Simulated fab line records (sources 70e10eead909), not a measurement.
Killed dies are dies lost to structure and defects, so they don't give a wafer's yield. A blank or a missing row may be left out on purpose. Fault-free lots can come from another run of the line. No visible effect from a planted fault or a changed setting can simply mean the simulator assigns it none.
A lot that was struck, set against a sound lot / flow nand_harc / 14 steps out of a route of 1159
Sound: these wafers, L687.1, L687.5, L687.6. Struck: wafers L697.3, L697.4, L697.5. The cause comes at the end.
For every step that has rows: the tool of each side, followed by ch and its chambers, followed by its first start. Under that, the readings that differ: sound wafers / struck wafers / difference of the means / sigmas: that difference in standard deviations of wafers without a fault.
alike: readings whose means differ by less than 2 such deviations, and words and numbers that are the same on both sides. not compared: withheld readings, readings that some wafer has no value for, bounds like >300 that may hide the same value, and numbers for which the record gives no deviation and whose values overlap.
The two part at a step that has a row with sigmas, a row that says differs or no value, or rows on one side only. When numbers do not overlap yet have no deviation, they are printed without sigmas and do not part them. A reading missing from all wafers of one side parts the sides only when that side holds two or more wafers.

first, 1 step without rows for these wafers: NHARC_P_M0_DEVELOP_08 (develop time 35 s).
NHARC_P_M0_CD_MEAS_09 targets a cd of 90 nm.
  sound on cd_sem-03 ch 0, day 7 07:32; struck on cd_sem-01 ch 0, day 10 02:59
  alike: cd_nm
NHARC_P_M0_OVL_MEAS_10: pitch 180 nm.
  sound on overlay-02, day 7 07:37; struck on overlay-01, day 10 03:04
  alike: overlay_x_nm, overlay_y_nm
NHARC_P_M0_INSPECT_11:
  sound on defect_inspect-02, day 7 07:39; struck on defect_inspect-01, day 10 03:06
  alike: raw_defect_count
then, 1 step without rows for these wafers: NHARC_P_M0_DESCUM_14 (chemistry O2, time 3 s).
NHARC_P_M0_ETCH_34: etches the open film in N2/H2, target depth 40 nm, overetch 12 nm, time 43.94 s.
  sound on rie_diel-10 ch 1,2, day 7 07:49; struck on rie_diel-10 ch 0,2, day 10 03:16
  alike: drypump_motor_current_A, oes_product_au, rf_fwd_power_W, rf_vpp_V, showerhead_plenum_p_Torr, throttle_valve_pct
  not compared: rf_hours_counter_h
NHARC_P_M0_ETCH_15: etches the open film in C4F8/Ar, target depth 150 nm, overetch 15 nm, time 82.5 s.
  sound on rie_diel-10 ch 1,3; struck on rie_diel-10 ch 0,1
  alike: oes_product_au, rf_fwd_power_W, rf_vpp_V
  not compared: rf_hours_counter_h
NHARC_P_M0_CD_MEAS_16:
  sound on cd_sem-03, day 7 08:03; struck on cd_sem-03, day 10 03:31
  alike: cd_nm
NHARC_P_M0_STRIP_18: strips in N2/H2.
  sound on rie_diel-04 ch 2,3, day 7 08:08; struck on rie_diel-09 ch 1,2,3, day 10 03:35
  alike: drypump_motor_current_A, oes_product_au, rf_fwd_power_W, rf_vpp_V, showerhead_plenum_p_Torr, throttle_valve_pct
  not compared: rf_hours_counter_h
then, 1 step without rows for these wafers: NHARC_P_M0_STRIP_19 (strips in post etch residue remover, time 600 s).
NHARC_P_M0_DEGAS_28: time 60 s.
  sound on pvd_sputter-01, day 7 08:41; struck on pvd_sputter-01, day 10 04:08
  alike: heater_power_w
NHARC_P_M0_PRE_CLEAN_29: time 30 s.
  sound on pvd_sputter-01; struck on pvd_sputter-01
  alike: heater_power_w
NHARC_P_M0_PVD_20: deposits TaN, target thk 5 nm, time 8.06 s.
  sound on pvd_sputter-01, day 7 08:48; struck on pvd_sputter-01, day 10 04:15
  no value came back on the struck wafers for bias_v (V), cathode_dc_power_W (W), throttle_valve_pct (%); on the sound wafers bias_v (V) reads 171.9 168.9 171.4
then, 1 step without rows for these wafers: NHARC_P_M0_PVD_21 (deposits Cu, target thk 30 nm, time 20.49 s).

WHERE THEY PART
Only at NHARC_P_M0_PVD_20, within this record.

WHY: the cause the simulator had injected
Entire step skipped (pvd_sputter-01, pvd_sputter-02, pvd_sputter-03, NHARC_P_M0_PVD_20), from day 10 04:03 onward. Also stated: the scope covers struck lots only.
